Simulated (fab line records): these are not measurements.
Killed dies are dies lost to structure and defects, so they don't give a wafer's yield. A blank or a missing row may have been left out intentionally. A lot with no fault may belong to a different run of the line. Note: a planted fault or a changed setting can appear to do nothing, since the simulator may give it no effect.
fab line records	flow n5Finfet	part 1 of 2: steps 1 to 23 of 31
record lots=5	wafers=15	lastDay=19
route steps=1938 shown PMOS_HMC_CHANNEL_EPI@86 FIN_SAQP@90
lots untouched by any fault: they come from a run of this same line in which no faults occurred
startH: start of the lot's first displayed wafer, in hours after the record's first day	waitH: hours from the lot's prior step to this one	" identical to the entry in the row above	L1.1+2: a row that stands for several wafers	- no value, or no start was given	* or withheld: withheld	< > ~ a bound
route shown NAME@n: a module of which the file shows steps, and the number in the route of the first	usual: average and standard deviation across the fault-free wafers	same: alike in all rows	chamber/n: place in a boat	sites: per-site readings	_std_site: their standard deviation	_edge_site: inner sites' mean taken away from outer sites' mean	radiusMm: how far each site lies from the wafer's centre	mask NAME#n: copy n	behind: tool/chamber where the wafer was last shaped	hold: the reason the lot was held/the length of the hold in hours/how it ended	device: the transistor (n, p or np) that didn't switch	end of line: tests of these same wafers at the route's end	a step given without rows: its recipe and nothing more	killed: not the wafer's yield, but the dies lost to structure and defects at the first sort	map: the dies of a wafer, with x for killed, . for not killed, _ for no die there
set.NAME: the setting the step ran with; set.NAME@STEP: the setting that earlier step ran with	model.NAME: the simulator's own value behind a step, which no gauge read
lots at some steps of the route; a table a step, a row a wafer
services: when a tool's chamber went out of use (startH, in hours from the record's first day, below 0 if earlier), for how many hours, and the reason
## steps
# step N5_PMOS_HMC_CHANNEL_EPI_SRD_25
# recipe dry=ipaMarangoni	doPpb=5	timeS=30	tempC=23	rinseLiquid=diw
lot.wafer	tool	chamber	startH	waitH
L084.2+3+5	wetBench-06	5,0,7	79.92	0.0
L085.1+5+6	wetBench-03	2,6,7	85.84	0.0
L089.1+4+5	wetBench-06	7,4,0	109.82	0.0
L093.2+3+5	wetBench-06	3,4,7	134.20	0.0
L094.3+4+6	wetBench-03	1,7,0	139.61	0.0
# step N5_PMOS_HMC_CHANNEL_EPI_EPI_26
# recipe material=Si	targetThkA=38	tempC=650	precursor=SiH4/H2	pressureTorr=20	timeS=22.7
# usual throttleValvePct=11.12/0.13
lot.wafer	tool	chamber	startH	waitH	throttleValvePct
L084.2	epiRpcvd-01	0	80.03	0.1	11.38
L084.3	"	0	"	"	11.10
L084.5	"	0	"	"	11.12
L085.1	epiRpcvd-02	0	85.89	0.0	11.44
L085.5	"	0	"	"	11.20
L085.6	"	0	"	"	10.88
L089.1	epiRpcvd-01	0	109.87	0.0	11.05
L089.4	"	0	"	"	11.48
L089.5	"	0	"	"	11.20
L093.2	epiRpcvd-03	0	134.29	0.1	11.13
L093.3	"	0	"	"	11.10
L093.5	"	0	"	"	11.36
L094.3	epiRpcvd-02	0	139.75	0.1	11.12
L094.4	"	0	"	"	11.10
L094.6	"	0	"	"	11.06
# step N5_PMOS_HMC_CHANNEL_EPI_INSPECT_30
# recipe inspectInstrument=darkfield	mode=postEpi
# usual rawDefectCount=19/7.7
lot.wafer	tool	chamber	startH	waitH	rawDefectCount
L084.2	defectInspect-02	-	80.44	0.0	24
L084.3	"	-	"	"	28
L084.5	"	-	"	"	33
L085.1	defectInspect-02	-	86.26	0.0	15
L085.5	"	-	"	"	14
L085.6	"	-	"	"	9
L089.1	defectInspect-01	-	110.24	0.0	11
L089.4	"	-	"	"	16
L089.5	"	-	"	"	11
L093.2	defectInspect-01	-	134.62	0.0	14
L093.3	"	-	"	"	8
L093.5	"	-	"	"	13
L094.3	defectInspect-02	-	140.03	0.0	14
L094.4	"	-	"	"	14
L094.6	"	-	"	"	19
# step N5_FIN_SAQP_PRECLEAN_42
# recipe chemistry=O3/DIW	timeS=60	tempC=22	o3Ppm=10
lot.wafer	tool	chamber	startH	waitH
L084.2+3+5	wetBench-04	1,5,6	80.47	0.0
L085.1+5+6	wetBench-04	3,5,6	86.29	0.0
L089.1+4+5	wetBench-04	1,5,2	110.27	0.0
L093.2+3+5	wetBench-02	7,4,3	134.64	0.0
L094.3+4+6	wetBench-02	0,1,2	140.05	0.0
# step N5_FIN_SAQP_PRECLEAN_00
# recipe chemistry=SC1	timeS=60	tempC=55	mix=1:2:50
# usual bathGuardTempC=55.0/0.59	nh4ohFlowMLMin=28.30/0.096
lot.wafer	tool	chamber	startH	waitH	bathGuardTempC	nh4ohFlowMLMin
L084.2	wetBench-04	1	80.49	0.0	55.2	28.36
L084.3	"	5	"	"	53.8	28.34
L084.5	"	6	"	"	55.5	28.11
L085.1	wetBench-04	3	86.31	0.0	56.0	28.47
L085.5	"	5	"	"	54.0	28.20
L085.6	"	6	"	"	55.6	28.45
L089.1	wetBench-04	1	110.29	0.0	55.1	28.16
L089.4	"	5	"	"	54.3	28.17
L089.5	"	2	"	"	56.1	28.35
L093.2	wetBench-02	7	134.66	0.0	54.8	28.18
L093.3	"	4	"	"	55.3	28.24
L093.5	"	3	"	"	55.6	28.16
L094.3	wetBench-02	0	140.07	0.0	55.4	28.23
L094.4	"	1	"	"	53.8	28.33
L094.6	"	2	"	"	54.7	28.43
# step N5_FIN_SAQP_PRECLEAN_44
# recipe chemistry=SC2	timeS=45	tempC=35	mix=1:1:50
# usual bathGuardTempC=35.0/0.6
lot.wafer	tool	chamber	startH	waitH	bathGuardTempC
L084.2	wetBench-04	1	80.51	0.0	35.2
L084.3	"	5	"	"	34.0
L084.5	"	6	"	"	35.9
L085.1	wetBench-04	3	86.33	0.0	35.7
L085.5	"	5	"	"	34.1
L085.6	"	6	"	"	35.4
L089.1	wetBench-04	1	110.31	0.0	35.4
L089.4	"	5	"	"	34.2
L089.5	"	2	"	"	36.4
L093.2	wetBench-02	7	134.68	0.0	35.0
L093.3	"	4	"	"	35.4
L093.5	"	3	"	"	35.5
L094.3	wetBench-02	0	140.09	0.0	35.5
L094.4	"	1	"	"	34.0
L094.6	"	2	"	"	34.6
# step N5_FIN_SAQP_SRD_01
# recipe dry=ipaMarangoni	timeS=30	tempC=23	rinseLiquid=diw
lot.wafer	tool	chamber	startH	waitH
L084.2+3+5	wetBench-04	1,5,6	80.52	0.0
L085.1+5+6	wetBench-04	3,5,6	86.34	0.0
L089.1+4+5	wetBench-04	1,5,2	110.32	0.0
L093.2+3+5	wetBench-02	7,4,3	134.69	0.0
L094.3+4+6	wetBench-02	0,1,2	140.10	0.0
# step N5_FIN_SAQP_ALD_61
# recipe material=SiO2	targetThkA=40	tempC=300	aldPrecursorFamily=BDEAS	aldCoReactant=O2-plasma	pulseTimeS=1	purgeTimeS=2	coReactantPurgeTimeS=2	aldCycles=43	pressureTorr=2
# usual heaterPowerW=489/44	precursorPulseHeightRel=1.002/0.02
lot.wafer	tool	chamber	startH	waitH	heaterPowerW	precursorPulseHeightRel
L084.2	aldSin-02	3	81.22	0.7	488	1.016
L084.3	"	2	"	"	476	1.000
L084.5	"	2	"	"	470	0.997
L085.1	aldSin-02	3	90.78	4.4	487	1.007
L085.5	"	0	"	"	444	1.012
L085.6	"	3	"	"	475	1.026
L089.1	aldSin-02	1	110.37	0.0	475	1.008
L089.4	"	3	"	"	476	1.006
L089.5	"	2	"	"	466	1.045
L093.2	aldSin-02	1	134.97	0.3	474	0.994
L093.3	"	3	"	"	485	1.040
L093.5	"	0	"	"	438	1.006
L094.3	aldSin-01	1	140.15	0.0	511	1.008
L094.4	"	2	"	"	450	0.969
L094.6	"	2	"	"	459	0.981
# step N5_FIN_SAQP_DENSIFY_62
# recipe tempC=700	timeS=60	ambient=N2	idleTempC=600	rampUpCPerS=150	rampDownCPerS=60	coolToC=600
# usual lampPowerPct=9.85/0.055	wafer_temp_C_max=703.4/0.7
lot.wafer	tool	chamber	startH	waitH	lampPowerPct	wafer_temp_C_max
L084.2	rtpAnneal-01	0	81.45	0.1	9.83	703.4
L084.3	"	0	"	"	9.80	702.9
L084.5	"	0	"	"	9.91	702.2
L085.1	rtpAnneal-02	0	91.45	0.6	9.91	703.7
L085.5	"	0	"	"	9.82	702.8
L085.6	"	0	"	"	9.93	702.6
L089.1	rtpAnneal-02	0	110.58	0.1	9.84	702.8
L089.4	"	0	"	"	9.85	703.3
L089.5	"	0	"	"	9.91	703.4
L093.2	rtpAnneal-02	0	135.40	0.3	9.88	702.3
L093.3	"	0	"	"	9.88	704.6
L093.5	"	0	"	"	9.88	703.1
L094.3	rtpAnneal-02	0	140.45	0.2	9.86	703.1
L094.4	"	0	"	"	9.78	703.5
L094.6	"	0	"	"	9.90	702.9
# step N5_FIN_SAQP_HM_DEP_03
# recipe material=SiNx	targetThkA=380	tempC=400	precursor=SiH4/NH3/N2	pressureTorr=1.5	rfW=300	timeS=33.6
# usual heaterPowerW=753/86	showerheadPlenumPTorr=5.17/0.082	showerheadVppV=1044/44	throttleValvePct=39.3/2.5
lot.wafer	tool	chamber	startH	waitH	heaterPowerW	showerheadPlenumPTorr	showerheadVppV	throttleValvePct
L084.2	pecvd-01	0	81.64	0.2	732	5.17	1075	38.0
L084.3	"	2	"	"	708	5.23	1014	36.7
L084.5	"	0	"	"	758	5.16	1061	37.9
L085.1	pecvd-03	1	91.67	0.2	725	5.09	1128	41.7
L085.5	"	0	"	"	875	5.13	1021	39.9
L085.6	"	2	"	"	708	5.20	989	34.8
L089.1	pecvd-03	1	110.79	0.2	688	5.08	1141	41.6
L089.4	"	2	"	"	704	5.22	974	35.4
L089.5	"	2	"	"	700	5.19	979	34.9
L093.2	pecvd-02	1	135.58	0.2	798	5.06	1064	37.6
L093.3	"	0	"	"	669	5.19	1079	41.0
L093.5	"	2	"	"	862	5.20	1003	40.3
L094.3	pecvd-03	0	140.60	0.1	862	5.12	1029	40.4
L094.4	"	1	"	"	644	5.09	1119	41.7
L094.6	"	2	"	"	679	5.20	983	35.3
# step N5_FIN_SAQP_THK_MEAS_05
# usual thkNm=37.9/0.57
lot.wafer	tool	chamber	startH	waitH	thkNm
L084.2	filmMetro-02	-	81.73	0.1	37.5
L084.3	"	-	"	"	37.4
L084.5	"	-	"	"	38.0
L085.1	filmMetro-01	-	91.75	0.1	37.5
L085.5	"	-	"	"	38.2
L085.6	"	-	"	"	39.5
L089.1	filmMetro-01	-	110.90	0.1	37.6
L089.4	"	-	"	"	39.4
L089.5	"	-	"	"	39.1
L093.2	filmMetro-02	-	135.67	0.1	37.7
L093.3	"	-	"	"	38.1
L093.5	"	-	"	"	38.7
L094.3	filmMetro-02	-	140.69	0.1	38.0
L094.4	"	-	"	"	37.6
L094.6	"	-	"	"	38.2
# step N5_FIN_SAQP_PECVD_47
# recipe material=a-Si	targetThkA=450	tempC=400	precursor=SiH4/He	pressureTorr=3	rfW=100	timeS=36.3
# usual heaterPowerW=830/83	showerheadPlenumPTorr=5.69/0.061	showerheadVppV=604/29	throttleValvePct=17.8/1.3
lot.wafer	tool	chamber	startH	waitH	heaterPowerW	showerheadPlenumPTorr	showerheadVppV	throttleValvePct
L084.2	pecvd-02	2	81.76	0.0	967	5.71	579	18.1
L084.3	"	0	"	"	736	5.71	613	18.8
L084.5	"	1	"	"	832	5.60	611	17.6
L085.1	pecvd-02	0	91.79	0.0	753	5.71	613	18.9
L085.5	"	0	"	"	754	5.71	611	18.9
L085.6	"	1	"	"	786	5.60	613	17.1
L089.1	pecvd-03	2	110.94	0.0	789	5.71	572	16.2
L089.4	"	1	"	"	717	5.63	649	18.9
L089.5	"	1	"	"	725	5.63	667	19.0
L093.2	pecvd-01	2	135.71	0.0	924	5.72	601	16.6
L093.3	"	0	"	"	902	5.68	613	17.2
L093.5	"	0	"	"	887	5.68	621	17.2
L094.3	pecvd-01	0	140.73	0.0	894	5.68	608	17.1
L094.4	"	2	"	"	882	5.73	601	16.7
L094.6	"	1	"	"	741	5.82	585	20.0
# step N5_FIN_SAQP_PECVD_48
# recipe material=SiNx	targetThkA=250	tempC=400	precursor=SiH4/NH3/N2	pressureTorr=1.5	rfW=300	timeS=22.1
# usual heaterPowerW=749/86	showerheadPlenumPTorr=5.18/0.084	showerheadVppV=1046/51	throttleValvePct=39.2/2.8
lot.wafer	tool	chamber	startH	waitH	heaterPowerW	showerheadPlenumPTorr	showerheadVppV	throttleValvePct
L084.2	pecvd-02	2	81.80	0.0	838	5.19	993	39.5
L084.3	"	0	"	"	731	5.20	1067	41.2
L084.5	"	1	"	"	696	5.05	1060	37.7
L085.1	pecvd-02	0	91.85	0.0	674	5.19	1063	41.1
L085.5	"	0	"	"	657	5.20	1076	41.0
L085.6	"	1	"	"	758	5.04	1056	37.6
L089.1	pecvd-03	2	111.00	0.0	702	5.21	971	35.2
L089.4	"	1	"	"	663	5.10	1128	41.9
L089.5	"	1	"	"	674	5.09	1142	41.6
L093.2	pecvd-01	2	135.77	0.0	803	5.23	1042	36.5
L093.3	"	0	"	"	741	5.17	1027	37.6
L093.5	"	0	"	"	751	5.16	1056	37.6
L094.3	pecvd-01	0	140.77	0.0	803	5.16	1057	37.7
L094.4	"	2	"	"	835	5.23	1020	36.5
L094.6	"	1	"	"	656	5.36	1014	44.0
# step N5_FIN_SAQP_PECVD_06
# recipe material=a-Si	targetThkA=600	tempC=400	precursor=SiH4/He	pressureTorr=3	rfW=100	timeS=48.1
# usual heaterPowerW=827/87	showerheadPlenumPTorr=5.69/0.063	showerheadVppV=604/30	throttleValvePct=17.9/1.3
lot.wafer	tool	chamber	startH	waitH	heaterPowerW	showerheadPlenumPTorr	showerheadVppV	throttleValvePct
L084.2	pecvd-02	2	81.84	0.0	905	5.70	580	18.1
L084.3	"	0	"	"	763	5.70	617	18.6
L084.5	"	1	"	"	785	5.59	608	17.2
L085.1	pecvd-02	0	91.91	0.0	673	5.70	629	18.8
L085.5	"	0	"	"	703	5.71	620	18.7
L085.6	"	1	"	"	864	5.58	619	17.1
L089.1	pecvd-03	2	111.06	0.0	803	5.72	569	16.0
L089.4	"	1	"	"	773	5.64	655	19.1
L089.5	"	1	"	"	772	5.63	659	18.8
L093.2	pecvd-01	2	135.83	0.0	893	5.74	604	16.7
L093.3	"	0	"	"	879	5.69	617	17.2
L093.5	"	0	"	"	859	5.67	609	17.3
L094.3	pecvd-01	0	140.81	0.0	845	5.68	607	17.3
L094.4	"	2	"	"	897	5.73	601	16.5
L094.6	"	1	"	"	788	5.83	576	20.1
# step N5_FIN_SAQP_THK_MEAS_07
# usual thkNm=59.9/0.76
lot.wafer	tool	chamber	startH	waitH	thkNm
L084.2	filmMetro-01	-	81.93	0.1	59.3
L084.3	"	-	"	"	59.5
L084.5	"	-	"	"	60.7
L085.1	filmMetro-02	-	92.03	0.1	59.9
L085.5	"	-	"	"	60.3
L085.6	"	-	"	"	60.7
L089.1	filmMetro-01	-	111.18	0.1	58.6
L089.4	"	-	"	"	59.5
L089.5	"	-	"	"	59.6
L093.2	filmMetro-02	-	135.95	0.1	60.4
L093.3	"	-	"	"	60.7
L093.5	"	-	"	"	60.6
L094.3	filmMetro-02	-	140.90	0.1	59.4
L094.4	"	-	"	"	61.0
L094.6	"	-	"	"	61.1
# step N5_FIN_SAQP_HM_DEP_72
# recipe material=SiO2	targetThkA=120	tempC=400	precursor=SiH4/N2O	pressureTorr=0.75	rfW=275	timeS=7.2
# usual heaterPowerW=769/80	showerheadPlenumPTorr=8.19/0.17	showerheadVppV=998/38
lot.wafer	tool	chamber	startH	waitH	heaterPowerW	showerheadPlenumPTorr	showerheadVppV
L084.2	pecvd-03	1	81.97	0.0	619	8.05	1075
L084.3	"	0	"	"	926	8.11	969
L084.5	"	0	"	"	939	8.11	989
L085.1	pecvd-03	0	92.07	0.0	864	8.08	1003
L085.5	"	0	"	"	846	8.08	994
L085.6	"	1	"	"	712	8.02	1088
L089.1	pecvd-01	1	111.22	0.0	695	8.56	964
L089.4	"	1	"	"	690	8.56	960
L089.5	"	2	"	"	741	8.33	971
L093.2	pecvd-02	0	135.98	0.0	665	8.24	1007
L093.3	"	2	"	"	829	8.26	974
L093.5	"	0	"	"	682	8.23	1002
L094.3	pecvd-02	2	140.94	0.0	919	8.26	962
L094.4	"	0	"	"	707	8.24	1037
L094.6	"	2	"	"	941	8.27	958
# step N5_FIN_SAQP_COAT_49
# recipe resist=SOC	tempC=250	timeS=60	spinRpm=1500	resistThkNm=100
# usual chillPlateTempC=22.99/0.094
lot.wafer	tool	chamber	startH	waitH	chillPlateTempC
L084.2	lithoTrack-03	0	82.05	0.1	22.99
L084.3	"	0	"	"	23.10
L084.5	"	0	"	"	22.98
L085.1	lithoTrack-05	0	92.14	0.1	22.93
L085.5	"	0	"	"	23.06
L085.6	"	0	"	"	22.99
L089.1	lithoTrack-01	0	111.29	0.1	22.92
L089.4	"	0	"	"	22.97
L089.5	"	0	"	"	23.04
L093.2	lithoTrack-05	0	136.06	0.1	22.87
L093.3	"	0	"	"	22.77
L093.5	"	0	"	"	22.88
L094.3	lithoTrack-01	0	141.01	0.1	22.89
L094.4	"	0	"	"	23.03
L094.6	"	0	"	"	23.09
# step N5_FIN_SAQP_COAT_50
# recipe resist=SiARC	tempC=220	timeS=60	spinRpm=1500	resistThkNm=35
# usual chillPlateTempC=22.99/0.097
lot.wafer	tool	chamber	startH	waitH	chillPlateTempC
L084.2	lithoTrack-03	0	-	-	23.05
L084.3	"	0	"	"	22.91
L084.5	"	0	"	"	22.92
L085.1	lithoTrack-05	0	-	-	23.01
L085.5	"	0	"	"	23.24
L085.6	"	0	"	"	23.11
L089.1	lithoTrack-01	0	-	-	22.92
L089.4	"	0	"	"	23.05
L089.5	"	0	"	"	22.89
L093.2	lithoTrack-05	0	-	-	22.98
L093.3	"	0	"	"	22.96
L093.5	"	0	"	"	22.93
L094.3	lithoTrack-01	0	-	-	23.06
L094.4	"	0	"	"	22.89
L094.6	"	0	"	"	23.08
# step N5_FIN_SAQP_COAT_10
# recipe resist=CAR-ArF	spinRpm=1500	resistThkNm=90
# usual chillPlateTempC=22.97/0.11
lot.wafer	tool	chamber	startH	waitH	chillPlateTempC
L084.2	lithoTrack-03	0	-	-	23.01
L084.3	"	0	"	"	23.01
L084.5	"	0	"	"	22.92
L085.1	lithoTrack-05	0	-	-	22.85
L085.5	"	0	"	"	22.91
L085.6	"	0	"	"	22.93
L089.1	lithoTrack-01	0	-	-	22.96
L089.4	"	0	"	"	22.98
L089.5	"	0	"	"	22.92
L093.2	lithoTrack-05	0	-	-	22.90
L093.3	"	0	"	"	22.81
L093.5	"	0	"	"	22.88
L094.3	lithoTrack-01	0	-	-	23.10
L094.4	"	0	"	"	22.98
L094.6	"	0	"	"	22.88
# step N5_FIN_SAQP_EBR_12
# recipe solvent=PGMEA	ebrWidthMm=1.5
# usual chillPlateTempC=22.99/0.11
# same ebrWidthMm=1.5
lot.wafer	tool	chamber	startH	waitH	chillPlateTempC
L084.2	lithoTrack-03	0	-	-	23.01
L084.3	"	0	"	"	22.97
L084.5	"	0	"	"	23.05
L085.1	lithoTrack-05	0	-	-	23.10
L085.5	"	0	"	"	23.01
L085.6	"	0	"	"	22.92
L089.1	lithoTrack-01	0	-	-	23.07
L089.4	"	0	"	"	22.87
L089.5	"	0	"	"	23.04
L093.2	lithoTrack-05	0	-	-	23.10
L093.3	"	0	"	"	23.25
L093.5	"	0	"	"	22.88
L094.3	lithoTrack-01	0	-	-	22.91
L094.4	"	0	"	"	22.83
L094.6	"	0	"	"	23.03
# step N5_FIN_SAQP_SOFTBAKE_11
# recipe tempC=110	timeS=60	resist=CAR-ArF
# usual chillPlateTempC=22.99/0.11
lot.wafer	tool	chamber	startH	waitH	chillPlateTempC
L084.2	lithoTrack-03	0	-	-	23.05
L084.3	"	0	"	"	23.14
L084.5	"	0	"	"	23.16
L085.1	lithoTrack-05	0	-	-	22.84
L085.5	"	0	"	"	22.65
L085.6	"	0	"	"	22.79
L089.1	lithoTrack-01	0	-	-	23.01
L089.4	"	0	"	"	23.01
L089.5	"	0	"	"	22.96
L093.2	lithoTrack-05	0	-	-	22.98
L093.3	"	0	"	"	22.93
L093.5	"	0	"	"	22.95
L094.3	lithoTrack-01	0	-	-	23.02
L094.4	"	0	"	"	22.89
L094.6	"	0	"	"	23.10
# step N5_FIN_SAQP_EXPOSE_13
# recipe maskId=FIN_CORE	na=1.35	sourceShape=dipole	sigmaInner=0.538	sigmaOuter=0.738	polarization=te	targetCdNm=35.6	doseMj=63.25
# usual reticleTempC=22.99/0.12
lot.wafer	tool	chamber	startH	waitH	mask	reticleTempC
L084.2	arfiScanner-01	0	82.17	-	FIN_CORE#0	23.07
L084.3	"	0	"	"	FIN_CORE#0	22.87
L084.5	"	0	"	"	FIN_CORE#0	22.85
L085.1	arfiScanner-01	0	92.26	-	FIN_CORE#0	23.07
L085.5	"	0	"	"	FIN_CORE#0	23.01
L085.6	"	0	"	"	FIN_CORE#0	23.01
L089.1	arfiScanner-02	0	111.54	-	FIN_CORE#0	22.95
L089.4	"	0	"	"	FIN_CORE#0	22.92
L089.5	"	0	"	"	FIN_CORE#0	22.90
L093.2	arfiScanner-02	0	136.31	-	FIN_CORE#0	22.95
L093.3	"	0	"	"	FIN_CORE#0	22.91
L093.5	"	0	"	"	FIN_CORE#0	22.83
L094.3	arfiScanner-03	0	141.27	-	FIN_CORE#0	23.21
L094.4	"	0	"	"	FIN_CORE#0	23.06
L094.6	"	0	"	"	FIN_CORE#0	23.08
# step N5_FIN_SAQP_PEB_14
# recipe pebTempC=withheld	pebTimeS=60	resist=CAR-ArF
# usual chillPlateTempC=23.02/0.11
lot.wafer	tool	chamber	startH	waitH	chillPlateTempC
L084.2	lithoTrack-03	0	82.23	0.0	23.00
L084.3	"	0	"	"	22.97
L084.5	"	0	"	"	23.05
L085.1	lithoTrack-01	0	92.32	0.1	22.94
L085.5	"	0	"	"	23.03
L085.6	"	0	"	"	22.92
L089.1	lithoTrack-03	0	111.60	0.1	23.14
L089.4	"	0	"	"	23.20
L089.5	"	0	"	"	23.15
L093.2	lithoTrack-01	0	136.36	0.0	22.85
L093.3	"	0	"	"	23.04
L093.5	"	0	"	"	22.84
L094.3	lithoTrack-03	0	141.32	0.0	22.94
L094.4	"	0	"	"	22.77
L094.6	"	0	"	"	23.02
